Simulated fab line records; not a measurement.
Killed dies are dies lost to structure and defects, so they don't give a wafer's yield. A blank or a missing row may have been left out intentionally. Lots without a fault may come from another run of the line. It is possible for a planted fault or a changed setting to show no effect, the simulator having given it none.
Which tool was responsible?	flow nand_harc	24 lots, 72 wafers sampled, at 6 steps of a route of 1302

## WHAT THE GAUGES SHOWED, per wafer
No reading from a measuring or inspecting step in the record can be judged against a usual standard deviation.

## TOOL THAT RAN EACH LOT (tool first, then ch and the chambers of the sampled wafers, then the start)
lot	NHARC_P_BONDPAD_PRE_CLEAN_26	NHARC_P_BONDPAD_CMP_19	NHARC_P_BONDPAD_ACTIVATE_29	NHARC_A_CHANNEL_HOLE_D1_ETCH_34	NHARC_A_CHANNEL_FILL_D1_ALD_03	NHARC_A_CHANNEL_FILL_D1_ALD_15
L074	pvd_sputter-02, day 6 19:49 or earlier	cmp-01 ch 0,1,3, day 6 19:49	rie_diel-08 ch 0,1,3, day 6 20:23	rie_diel-05 ch 0,1, no start	ald_sin_batch-02 ch 0, no start	ald_sin_batch-03 ch 0, no start
L075	pvd_sputter-02, day 7 01:27 or earlier	cmp-01 ch 1,2, day 7 01:27	rie_diel-08 ch 1,3, day 7 02:04	rie_diel-03 ch 0,1, no start	ald_sin_batch-02 ch 0, no start	ald_sin_batch-02 ch 0, no start
L076	pvd_sputter-03, day 7 13:51 or earlier	cmp-01 ch 1,3, day 7 13:51	rie_diel-08 ch 0,1,3, day 7 14:29	rie_diel-07 ch 1,3, day 10 06:30 or earlier	ald_sin_batch-01 ch 0, day 10 06:30 or earlier	ald_sin_batch-01 ch 0, day 10 06:30
L077	pvd_sputter-01, day 8 04:16 or earlier	cmp-04 ch 0,1,3, day 8 04:16	rie_diel-08 ch 0,1, day 8 04:53	rie_diel-07 ch 0,1,3, day 10 16:46 or earlier	ald_sin_batch-03 ch 0, day 10 16:46 or earlier	ald_sin_batch-02 ch 0, day 10 16:46
L078	pvd_sputter-02, day 8 10:57 or earlier	cmp-03 ch 0,2, day 8 10:57	rie_diel-11 ch 1,2, day 8 11:32	rie_diel-03 ch 0,1, no start	ald_sin_batch-03 ch 0, no start	ald_sin_batch-02 ch 0, no start
L079	pvd_sputter-01, day 9 00:51 or earlier	cmp-04 ch 1,2, day 9 00:51	rie_diel-11 ch 0,1,3, day 9 01:28	rie_diel-07 ch 1,2,3, no start	ald_sin_batch-01 ch 0, no start	ald_sin_batch-01 ch 0, no start
L080	pvd_sputter-03, day 9 02:46 or earlier	cmp-04 ch 0,1,2, day 9 02:46	rie_diel-09 ch 0,2,3, day 9 03:19	rie_diel-03 ch 0,1,3, no start	ald_sin_batch-01 ch 0, no start	ald_sin_batch-01 ch 0, no start
L081	pvd_sputter-03, day 9 17:55 or earlier	cmp-03 ch 0,1,3, day 9 17:55	rie_diel-11 ch 1,2, day 9 18:27	rie_diel-03 ch 2,3, no start	ald_sin_batch-02 ch 0, no start	ald_sin_batch-03 ch 0, no start
L082	pvd_sputter-01, day 10 10:31 or earlier	cmp-01 ch 0,1,2, day 10 10:31	rie_diel-11 ch 1,2, day 10 11:07	rie_diel-05 ch 1,2,3, no start	ald_sin_batch-01 ch 0, no start	ald_sin_batch-03 ch 0, no start
L083	pvd_sputter-02, day 10 15:24 or earlier	cmp-03 ch 0,3, day 10 15:24	rie_diel-08 ch 0,1,2, day 10 16:01	rie_diel-05 ch 1,3, no start	ald_sin_batch-03 ch 0, no start	ald_sin_batch-02 ch 0, no start
L084	pvd_sputter-02, day 11 06:14 or earlier	cmp-04 ch 1,2, day 11 06:14	rie_diel-09 ch 1,3, day 11 06:49	rie_diel-05 ch 0,2, no start	ald_sin_batch-01 ch 0, no start	ald_sin_batch-02 ch 0, no start
L085	pvd_sputter-02, day 11 17:05 or earlier	cmp-04 ch 1,2,3, day 11 17:05	rie_diel-08 ch 0,1,2, day 11 17:38	rie_diel-05 ch 1,2, no start	ald_sin_batch-03 ch 0, no start	ald_sin_batch-01 ch 0, no start
L086	pvd_sputter-02, day 11 22:31 or earlier	cmp-04 ch 0,3, day 11 22:31	rie_diel-09 ch 1,3, day 11 23:05	rie_diel-05 ch 1,3, no start	ald_sin_batch-01 ch 0, no start	ald_sin_batch-01 ch 0, no start
L088	pvd_sputter-01, day 12 14:24 or earlier	cmp-04 ch 0,1, day 12 14:24	rie_diel-11 ch 0,1,3, day 12 15:00	rie_diel-03 ch 0,2, no start	ald_sin_batch-02 ch 0, no start	ald_sin_batch-01 ch 0, no start
L087	pvd_sputter-03, day 12 17:23 or earlier	cmp-03 ch 0,3, day 12 17:23	rie_diel-08 ch 0,2, day 12 17:56	rie_diel-05 ch 0,1,2, no start	ald_sin_batch-02 ch 0, no start	ald_sin_batch-01 ch 0, no start
L089	pvd_sputter-01, day 12 20:13 or earlier	cmp-03 ch 0,2,3, day 12 20:13	rie_diel-08 ch 0,3, day 12 20:46	rie_diel-07 ch 1,3, no start	ald_sin_batch-02 ch 0, no start	ald_sin_batch-02 ch 0, no start
L090	pvd_sputter-02, day 13 05:29 or earlier	cmp-03 ch 0,1,3, day 13 05:29	rie_diel-09 ch 1,3, day 13 06:05	rie_diel-07 ch 1,2,3, no start	ald_sin_batch-03 ch 0, no start	ald_sin_batch-02 ch 0, no start
L091	pvd_sputter-03, day 13 18:33 or earlier	cmp-04 ch 1,2, day 13 18:33	rie_diel-08 ch 0,1, day 13 19:10	rie_diel-05 ch 2,3, day 16 03:52 or earlier	ald_sin_batch-01 ch 0, day 16 03:52 or earlier	ald_sin_batch-01 ch 0, day 16 03:52
L092	pvd_sputter-01, day 14 08:05 or earlier	cmp-01 ch 0,2, day 14 08:05	rie_diel-11 ch 0,2,3, day 14 08:40	rie_diel-05 ch 0,2,3, no start	ald_sin_batch-03 ch 0, no start	ald_sin_batch-03 ch 0, no start
L093	pvd_sputter-02, day 14 16:49 or earlier	cmp-04 ch 0,1,2, day 14 16:49	rie_diel-08 ch 0,2, day 14 17:24	rie_diel-05 ch 0,1,3, no start	ald_sin_batch-02 ch 0, no start	ald_sin_batch-01 ch 0, no start
L094	pvd_sputter-02, day 15 03:38 or earlier	cmp-04 ch 0,1,2, day 15 03:38	rie_diel-09 ch 0,2,3, day 15 04:12	rie_diel-07 ch 0,2, no start	ald_sin_batch-01 ch 0, no start	ald_sin_batch-01 ch 0, no start
L095	pvd_sputter-03, day 15 09:56 or earlier	cmp-03 ch 0,2,3, day 15 09:56	rie_diel-11 ch 0,1,2, day 15 10:32	rie_diel-07 ch 0,2,3, no start	ald_sin_batch-02 ch 0, no start	ald_sin_batch-03 ch 0, no start
L096	pvd_sputter-02, day 16 01:59 or earlier	cmp-01 ch 0,2,3, day 16 01:59	rie_diel-08 ch 0,2,3, day 16 02:33	rie_diel-05 ch 0,1,3, no start	ald_sin_batch-02 ch 0, no start	ald_sin_batch-02 ch 0, no start
L097	pvd_sputter-03, day 16 10:38 or earlier	cmp-04 ch 0,2, day 16 10:38	rie_diel-09 ch 0,3, day 16 11:14	rie_diel-07 ch 0,1, no start	ald_sin_batch-01 ch 0, no start	ald_sin_batch-01 ch 0, no start
- NHARC_P_BONDPAD_PRE_CLEAN_26: time 30 s.
- NHARC_P_BONDPAD_CMP_19: polishes, t overpolish 30 s, cu recess touch 16 s, target thk 160.81 nm.
- NHARC_P_BONDPAD_ACTIVATE_29: chemistry N2, time 60 s.
- NHARC_A_CHANNEL_HOLE_D1_ETCH_34: etches the open film in CF4/CHF3, target depth 154 nm, time 77 s.
- NHARC_A_CHANNEL_FILL_D1_ALD_03: deposits SiNx, target thk 6 nm, pulse time 60 s, ald cycles 58.
- NHARC_A_CHANNEL_FILL_D1_ALD_15: deposits SiNx, target thk 2 nm, pulse time 60 s, ald cycles 19.

## WHAT THE TOOLS THEMSELVES READ (means of the sampled wafers that have a number; where no wafer has one, the mark that the record gives instead)
NHARC_P_BONDPAD_PRE_CLEAN_26. Usual: heater_power_w reads 400 W (standard deviation 48).
lot	tool	heater_power_w (W)	flag
L074	pvd_sputter-02	396	
L075	pvd_sputter-02	414	
L076	pvd_sputter-03	384	
L077	pvd_sputter-01	370	
L078	pvd_sputter-02	418	
L079	pvd_sputter-01	427	
L080	pvd_sputter-03	381	
L081	pvd_sputter-03	375	
L082	pvd_sputter-01	395	
L083	pvd_sputter-02	378	
L084	pvd_sputter-02	390	
L085	pvd_sputter-02	409	
L086	pvd_sputter-02	378	
L088	pvd_sputter-01	393	
L087	pvd_sputter-03	429	
L089	pvd_sputter-01	367	
L090	pvd_sputter-02	353	
L091	pvd_sputter-03	402	
L092	pvd_sputter-01	368	
L093	pvd_sputter-02	391	
L094	pvd_sputter-02	403	
L095	pvd_sputter-03	398	
L096	pvd_sputter-02	410	
L097	pvd_sputter-03	386	

NHARC_P_BONDPAD_CMP_19. Usual: motor_current_A 12.1 A, standard deviation 1.5; overpolish_run_s 30.000 s, standard deviation 0.0085.
lot	tool	motor_current_A (A)	overpolish_run_s (s)	flag
L074	cmp-01	12.0	30.004	
L075	cmp-01	11.4	30.002	
L076	cmp-01	12.0	29.991	
L077	cmp-04	13.2	29.995	
L078	cmp-03	10.4	29.998	
L079	cmp-04	11.7	30.003	
L080	cmp-04	13.1	30.000	
L081	cmp-03	11.7	29.998	
L082	cmp-01	11.2	29.998	
L083	cmp-03	11.4	30.011	
L084	cmp-04	13.0	30.007	
L085	cmp-04	12.7	30.007	
L086	cmp-04	12.7	29.997	
L088	cmp-04	14.0	29.991	
L087	cmp-03	11.7	29.998	
L089	cmp-03	10.5	29.995	
L090	cmp-03	11.4	30.006	
L091	cmp-04	12.7	30.004	
L092	cmp-01	11.5	30.007	
L093	cmp-04	13.7	30.003	
L094	cmp-04	12.7	29.994	
L095	cmp-03	11.0	30.003	
L096	cmp-01	12.2	29.994	
L097	cmp-04	13.6	29.988	

NHARC_P_BONDPAD_ACTIVATE_29. Usual: drypump_motor_current_A 5.7 A, standard deviation 0.5; oes_product_au 1.001 a.u., standard deviation 0.01; rf_vpp_V 64.0 V, standard deviation 0.84; showerhead_plenum_p_Torr 1.74 Torr, standard deviation 0.073.
lot	tool	drypump_motor_current_A (A)	oes_product_au (a.u.)	rf_vpp_V (V)	showerhead_plenum_p_Torr (Torr)	flag
L074	rie_diel-08	5.4	1.004	64.4	1.77	
L075	rie_diel-08	5.2	1.007	64.1	1.78	
L076	rie_diel-08	5.4	1.005	64.1	1.77	
L077	rie_diel-08	5.4	0.999	64.8	1.72	
L078	rie_diel-11	5.6	1.001	63.6	1.74	
L079	rie_diel-11	6.1	0.986	64.9	1.78	
L080	rie_diel-09	5.8	0.998	64.1	1.74	
L081	rie_diel-11	5.6	0.993	63.5	1.74	
L082	rie_diel-11	5.6	0.995	63.8	1.74	
L083	rie_diel-08	5.4	1.005	64.0	1.71	
L084	rie_diel-09	6.1	1.009	64.0	1.69	
L085	rie_diel-08	5.4	1.011	63.3	1.71	
L086	rie_diel-09	6.2	1.001	63.6	1.69	
L088	rie_diel-11	6.1	0.993	63.5	1.78	
L087	rie_diel-08	5.6	1.007	64.0	1.70	
L089	rie_diel-08	5.6	1.011	63.6	1.76	
L090	rie_diel-09	6.5	0.994	63.7	1.75	
L091	rie_diel-08	5.4	1.014	63.4	1.72	
L092	rie_diel-11	5.7	0.993	64.3	1.70	
L093	rie_diel-08	5.5	1.007	64.6	1.68	
L094	rie_diel-09	5.8	0.987	64.6	1.74	
L095	rie_diel-11	5.8	0.994	64.8	1.76	
L096	rie_diel-08	5.6	1.003	63.8	1.74	
L097	rie_diel-09	6.1	0.987	64.8	1.73	

NHARC_A_CHANNEL_HOLE_D1_ETCH_34. Usual: drypump_motor_current_A 5.7 A, standard deviation 0.34; oes_product_au 0.949 a.u., standard deviation 0.026; rf_vpp_V 370.5 V, standard deviation 2.5; showerhead_plenum_p_Torr 1.58 Torr, standard deviation 0.072; throttle_valve_pct 16.802 %, standard deviation 0.0094.
lot	tool	drypump_motor_current_A (A)	oes_product_au (a.u.)	rf_vpp_V (V)	showerhead_plenum_p_Torr (Torr)	throttle_valve_pct (%)	flag
L074	rie_diel-05	5.5	0.926	371.3	1.60	16.800	
L075	rie_diel-03	5.3	0.971	370.7	1.59	16.803	
L076	rie_diel-07	5.5	0.950	369.3	1.55	16.804	
L077	rie_diel-07	5.7	0.921	371.7	1.62	16.802	
L078	rie_diel-03	5.3	0.919	370.5	1.58	16.798	
L079	rie_diel-07	5.7	0.969	370.7	1.60	16.795	
L080	rie_diel-03	5.6	0.968	370.6	1.59	16.803	
L081	rie_diel-03	5.9	0.967	369.6	1.54	16.800	
L082	rie_diel-05	5.8	0.970	369.9	1.54	16.798	
L083	rie_diel-05	5.5	0.973	369.7	1.57	16.805	
L084	rie_diel-05	6.0	0.943	369.0	1.55	16.798	
L085	rie_diel-05	5.7	0.923	368.1	1.50	16.808	
L086	rie_diel-05	5.6	0.931	370.7	1.57	16.794	
L088	rie_diel-03	5.7	0.955	367.9	1.50	16.799	
L087	rie_diel-05	5.7	0.922	369.9	1.55	16.808	
L089	rie_diel-07	5.6	0.977	369.4	1.54	16.798	
L090	rie_diel-07	5.7	0.953	371.3	1.59	16.795	
L091	rie_diel-05	6.0	0.925	370.2	1.54	16.808	
L092	rie_diel-05	5.7	0.963	371.3	1.58	16.816	
L093	rie_diel-05	5.5	0.926	370.3	1.58	16.806	
L094	rie_diel-07	5.9	0.926	373.7	1.66	16.802	
L095	rie_diel-07	5.9	0.982	373.3	1.65	16.795	
L096	rie_diel-05	5.6	0.924	370.4	1.58	16.796	
L097	rie_diel-07	5.7	0.971	369.0	1.54	16.794	

NHARC_A_CHANNEL_FILL_D1_ALD_03. Usual: precursor_pulse_height_rel reads 1.000 (standard deviation 0.018).
lot	tool	precursor_pulse_height_rel	flag
L074	ald_sin_batch-02	1.004	
L075	ald_sin_batch-02	1.010	
L076	ald_sin_batch-01	1.006	
L077	ald_sin_batch-03	0.990	
L078	ald_sin_batch-03	1.006	
L079	ald_sin_batch-01	1.012	
L080	ald_sin_batch-01	0.986	
L081	ald_sin_batch-02	0.993	
L082	ald_sin_batch-01	1.001	
L083	ald_sin_batch-03	0.995	
L084	ald_sin_batch-01	1.007	
L085	ald_sin_batch-03	1.002	
L086	ald_sin_batch-01	1.000	
L088	ald_sin_batch-02	1.006	
L087	ald_sin_batch-02	1.016	
L089	ald_sin_batch-02	0.995	
L090	ald_sin_batch-03	0.996	
L091	ald_sin_batch-01	1.002	
L092	ald_sin_batch-03	1.009	
L093	ald_sin_batch-02	1.020	
L094	ald_sin_batch-01	1.019	
L095	ald_sin_batch-02	1.006	
L096	ald_sin_batch-02	1.008	
L097	ald_sin_batch-01	0.990	

NHARC_A_CHANNEL_FILL_D1_ALD_15. Usual: precursor_pulse_height_rel reads 0.998 (standard deviation 0.019).
lot	tool	precursor_pulse_height_rel	flag
L074	ald_sin_batch-03	0.994	
L075	ald_sin_batch-02	0.991	
L076	ald_sin_batch-01	0.991	
L077	ald_sin_batch-02	1.003	
L078	ald_sin_batch-02	1.010	
L079	ald_sin_batch-01	1.001	
L080	ald_sin_batch-01	1.003	
L081	ald_sin_batch-03	0.998	
L082	ald_sin_batch-03	1.015	
L083	ald_sin_batch-02	0.992	
L084	ald_sin_batch-02	0.991	
L085	ald_sin_batch-01	0.996	
L086	ald_sin_batch-01	0.999	
L088	ald_sin_batch-01	0.983	
L087	ald_sin_batch-01	0.996	
L089	ald_sin_batch-02	1.016	
L090	ald_sin_batch-02	1.010	
L091	ald_sin_batch-01	0.997	
L092	ald_sin_batch-03	0.990	
L093	ald_sin_batch-01	1.019	
L094	ald_sin_batch-01	0.990	
L095	ald_sin_batch-03	0.990	
L096	ald_sin_batch-02	1.011	
L097	ald_sin_batch-01	1.007	

## THE ANSWER, worked out from the rows above alone
Rule: take the mean of a lot's wafers that have a number; if it is more than 3 standard deviations from the usual mean, the lot is off. Also off: a lot with no number at a reading for which 4 or more lots have one. Any other lot the step has rows for is counted as sound. First the gauges in route order, then the tools' own readings, where a lot's mean is used as printed above. The first step at which some lot is off is used, and at that step the reading that is off furthest; a lot without a number counts as furthest.
Nothing can be told from this: no lot is off at any reading shown.

## WHAT THE SIMULATOR HAD INSERTED
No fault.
